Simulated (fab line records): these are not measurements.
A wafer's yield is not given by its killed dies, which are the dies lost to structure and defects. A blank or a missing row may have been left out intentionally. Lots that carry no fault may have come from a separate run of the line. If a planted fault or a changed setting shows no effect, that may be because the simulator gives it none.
Which of the tools did it?    flow n5-finfet    27 wafers from 9 lots sampled at 7 of the route's 1938 steps

## WHAT THE GAUGES READ, wafer by wafer
N5_WELL_APT_INSPECT_38: inspects for defects (darkfield). Usual: 14 for raw-defect-count, sd 5.
lot   measured     on                 raw-defect-count  flag
L622  day 1 16:40  defect-inspect-02  14 17 13          
L624  day 2 05:14  defect-inspect-02  11 13 11          
L628  day 3 04:29  defect-inspect-02  12 18 10          
L631  day 3 23:16  defect-inspect-02  11 16 12          
L632  day 4 04:28  defect-inspect-02  12 10 19          
L640  day 6 06:28  defect-inspect-02  13 11 23          
L642  day 6 17:20  defect-inspect-02  7 12 14           
L644  day 7 04:31  defect-inspect-02  16 15 18          
L645  day 7 13:32  defect-inspect-01  15 12 11          

N5_FIN_SAQP_THK_MEAS_05. Usual: 37.9 nm for thk-nm, sd 0.53.
lot   measured     on             thk-nm (nm)     flag
L622  day 1 20:33  film-metro-01  37.9 38.7 38.5  
L624  day 2 09:11  film-metro-01  37.4 37.8 37.7  
L628  day 3 09:23  film-metro-02  38.1 38.2 38.9  
L631  day 4 03:04  film-metro-02  38.0 28.8 38.5  OFF
L632  day 4 09:08  film-metro-02  37.7 28.3 38.4  OFF
L640  day 6 10:27  film-metro-02  37.8 38.3 38.6  
L642  day 6 21:41  film-metro-01  37.0 37.2 38.2  
L644  day 7 08:56  film-metro-02  37.2 37.2 38.1  
L645  day 7 18:02  film-metro-02  37.5 37.7 38.8  

N5_FIN_SAQP_OCD_MEAS_76. Usual: 120.7 nm for trench-depth-nm, sd 2.4.
lot   measured     on      trench-depth-nm (nm)  flag
L622  day 2 02:43  ocd-02  121.1 120.2 122.0     
L624  day 2 14:45  ocd-02  119.8 116.5 120.0     
L628  day 3 14:23  ocd-02  120.0 123.1 119.4     
L631  day 4 08:41  ocd-01  117.3 88.8 121.9      OFF
L632  day 4 14:32  ocd-02  117.2 88.6 121.0      OFF
L640  day 6 15:56  ocd-01  119.6 120.3 120.7     
L642  day 7 02:56  ocd-01  124.1 119.0 120.9     
L644  day 7 13:57  ocd-02  119.2 122.5 119.7     
L645  day 7 23:13  ocd-02  120.3 118.9 123.5     

N5_BEOL_M4_RC_MEAS_101. Usual: DIBL_N 37.1 mV/V, standard deviation 1.8; DIBL_P 37.2 mV/V, standard deviation 2.1; IOFF_N 0.17 nA/um, standard deviation 0.033; IOFF_P 0.22 nA/um, standard deviation 0.037; ION_N 680 uA/um, standard deviation 11; ION_P 464 uA/um, standard deviation 7.7; SS_N 71.7 mV/dec, standard deviation 0.63; SS_P 73.6 mV/dec, standard deviation 0.67; VT_N 248.9 mV, standard deviation 2.9; VT_P -251 mV, standard deviation 3.6.
lot   measured      on         DIBL_N (mV/V)   DIBL_P (mV/V)   IOFF_N (nA/um)  IOFF_P (nA/um)  ION_N (uA/um)  ION_P (uA/um)  SS_N (mV/dec)   SS_P (mV/dec)   VT_N (mV)          VT_P (mV)       flag
L622  day 9 21:03   prober-02  37.9 38.6 38.9  37.9 38.6 40.7  0.17 0.19 0.21  0.20 0.22 0.26  671 677 713    454 459 480    72.0 72.0 71.7  73.3 73.4 73.4  250.8 247.7 244.9  -250 -249 -249  
L624  day 8 19:38   prober-01  37.7 32.4 36.1  39.0 32.8 37.3  0.21 0.11 0.18  0.24 0.15 0.21  684 666 682    467 458 465    72.2 70.6 71.9  74.0 72.1 73.8  244.9 253.1 246.9  -249 -256 -250  
L628  day 9 19:16   prober-02  36.6 37.9 38.8  35.3 38.5 38.1  0.14 0.18 0.19  0.16 0.22 0.21  663 684 681    449 464 463    72.0 72.4 71.7  72.9 74.1 74.2  253.8 248.7 249.6  -254 -253 -253  
L631  day 10 19:17  prober-01  35.6 38.3 34.8  35.8 37.0 34.9  0.15 0.19 0.14  0.20 0.23 0.19  675 691 678    466 470 464    71.2 71.7 70.5  73.9 73.9 72.2  249.1 249.9 250.8  -251 -249 -254  
L632  day 10 19:43  prober-02  35.7 38.2 34.0  37.0 41.7 35.3  0.14 0.21 0.13  0.18 0.25 0.17  663 690 665    455 469 462    72.0 71.6 70.7  73.9 75.1 73.4  250.1 245.4 251.2  -254 -252 -255  
L640  day 12 22:56  prober-01  33.3 34.7 34.8  35.1 36.7 38.0  0.13 0.14 0.15  0.18 0.21 0.23  675 682 678    461 465 470    70.6 70.8 71.7  73.1 72.9 74.3  252.0 249.0 249.5  -251 -250 -248  
L642  day 14 01:49  prober-02  35.7 35.8 37.6  35.8 34.0 37.0  0.15 0.15 0.17  0.21 0.19 0.22  669 673 674    465 461 468    71.6 72.0 72.0  73.1 72.5 73.2  250.2 251.8 251.1  -251 -252 -249  
L644  day 14 10:52  prober-02  39.5 40.7 37.4  39.0 38.9 35.8  0.18 0.21 0.16  0.24 0.24 0.20  664 678 680    463 461 461    71.9 73.2 71.3  73.9 74.5 73.8  249.3 247.9 250.8  -248 -247 -250  
L645  day 14 13:47  prober-02  40.8 35.2 37.1  40.8 34.0 36.9  0.27 0.13 0.18  0.34 0.20 0.25  703 677 679    477 463 467    73.1 72.0 71.7  74.0 72.0 73.6  242.1 251.3 248.0  -241 -248 -244  

## TOOL THAT RAN EACH LOT (tool first, then ch and the chambers of the sampled wafers, then the start)
lot   N5_PMOS_HMC_CHANNEL_EPI_CMP_21  N5_FIN_SAQP_ALD_61                N5_FIN_SAQP_HM_DEP_03
L622  cmp-03 ch 2,3, day 1 19:09      ald-sin-02 ch 0,1,2, day 1 20:03  pecvd-04 ch 1,2, day 1 20:28
L624  cmp-03 ch 0,3, day 2 07:46      ald-sin-01 ch 0,1,2, day 2 08:40  pecvd-03 ch 0,1,2, day 2 09:06
L628  cmp-04 ch 0,2,3, day 3 07:06    ald-sin-02 ch 1,2,3, day 3 08:40  pecvd-04 ch 1,2, day 3 09:17
L631  cmp-04 ch 0,1,2, day 4 01:38    ald-sin-01 ch 0,2,3, day 4 02:34  pecvd-04 ch 0,1, day 4 02:59
L632  cmp-03 ch 1,3, day 4 07:35      ald-sin-02 ch 0,2,3, day 4 08:34  pecvd-04 ch 0,1,2, day 4 09:03
L640  cmp-03 ch 0,1,3, day 6 08:58    ald-sin-02 ch 2,3, day 6 09:56    pecvd-01 ch 0,1, day 6 10:22
L642  cmp-04 ch 0,1, day 6 19:53      ald-sin-01 ch 1,2,3, day 6 20:56  pecvd-01 ch 0,1, day 6 21:35
L644  cmp-03 ch 0,1,3, day 7 07:32    ald-sin-03 ch 0,2,3, day 7 08:26  pecvd-03 ch 0,1,2, day 7 08:51
L645  cmp-04 ch 0,1, day 7 16:30      ald-sin-01 ch 0,1,3, day 7 17:31  pecvd-03 ch 0,2, day 7 17:56
- N5_PMOS_HMC_CHANNEL_EPI_CMP_21: polishes SiGe30, target thk 54 nm.
- N5_FIN_SAQP_ALD_61: deposits SiO2, target thk 4 nm, pulse time 1 s, purge time 2 s.
- N5_FIN_SAQP_HM_DEP_03: deposits SiNx from SiH4/NH3/N2, target thk 38 nm, time 33.6 s.

## AS READ BY THE TOOLS THEMSELVES (means over the sampled wafers that have a number; for cases with no such wafer, the mark the record gives instead)
N5_PMOS_HMC_CHANNEL_EPI_CMP_21. Usual: 12.2 A for motor-current-A, sd 0.99.
lot   tool    motor-current-A (A)  flag
L622  cmp-03  12.0                 
L624  cmp-03  11.5                 
L628  cmp-04  12.8                 
L631  cmp-04  13.6                 
L632  cmp-03  11.5                 
L640  cmp-03  11.6                 
L642  cmp-04  12.7                 
L644  cmp-03  11.5                 
L645  cmp-04  13.1                 

N5_FIN_SAQP_ALD_61. Usual: heater-power-w 469 W, standard deviation 37; precursor-pulse-height-rel 0.998, standard deviation 0.02.
lot   tool        heater-power-w (W)  precursor-pulse-height-rel  flag
L622  ald-sin-02  494                 0.983                       
L624  ald-sin-01  462                 0.990                       
L628  ald-sin-02  480                 1.000                       
L631  ald-sin-01  436                 1.008                       
L632  ald-sin-02  502                 0.970                       
L640  ald-sin-02  496                 0.993                       
L642  ald-sin-01  456                 0.995                       
L644  ald-sin-03  448                 1.003                       
L645  ald-sin-01  478                 0.991                       

N5_FIN_SAQP_HM_DEP_03. Usual: heater-power-w 761 W, standard deviation 110; showerhead-plenum-p-Torr 5.16 Torr, standard deviation 0.066; throttle-valve-pct 40.7 %, standard deviation 2.7.
lot   tool      heater-power-w (W)  showerhead-plenum-p-Torr (Torr)  throttle-valve-pct (%)  flag
L622  pecvd-04  790                 5.18                             41.9                    
L624  pecvd-03  710                 5.16                             39.0                    
L628  pecvd-04  771                 5.24                             44.2                    
L631  pecvd-04  707                 5.24                             44.6                    
L632  pecvd-04  712                 5.19                             42.4                    
L640  pecvd-01  821                 5.13                             41.1                    
L642  pecvd-01  895                 5.12                             41.2                    
L644  pecvd-03  729                 5.16                             39.1                    
L645  pecvd-03  627                 5.16                             39.6                    

## THE ANSWER, worked out from the rows above alone
Rule: take the mean of a lot's wafers that have a number; if it is more than 3 standard deviations from the usual mean, the lot is off. Also off: a lot with no number at a reading for which 4 or more lots have one. Any other lot the step has rows for is counted as sound. After the gauges, taken in route order, come the tools' own readings; for these a lot's mean is taken, as printed above. At the first step where some lot is off, the reading lying furthest off is the one used; lots without a number count as furthest.
Off, at N5_FIN_SAQP_THK_MEAS_05 on thk-nm: L631, L632.
A tool fits if, at a process step before that reading, it ran every lot that is off, and no sound lot after the first of them. The gauges at N5_FIN_SAQP_THK_MEAS_05 aren't tried: what is off there is off at N5_FIN_SAQP_OCD_MEAS_76 too, on other tools, and a gauge's error can't cause that. One fits: N5_FIN_SAQP_HM_DEP_03 on pecvd-04. Its last sound lot is L628 (day 3 09:17), its first lot that is off L631 (day 4 02:59): a fault that began between those two fits.

## WHAT WAS PUT IN BY THE SIMULATOR
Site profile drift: pecvd-04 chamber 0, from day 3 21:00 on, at N5_FIN_SAQP_HM_DEP_03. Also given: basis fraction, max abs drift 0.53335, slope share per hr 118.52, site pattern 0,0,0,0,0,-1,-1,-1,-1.
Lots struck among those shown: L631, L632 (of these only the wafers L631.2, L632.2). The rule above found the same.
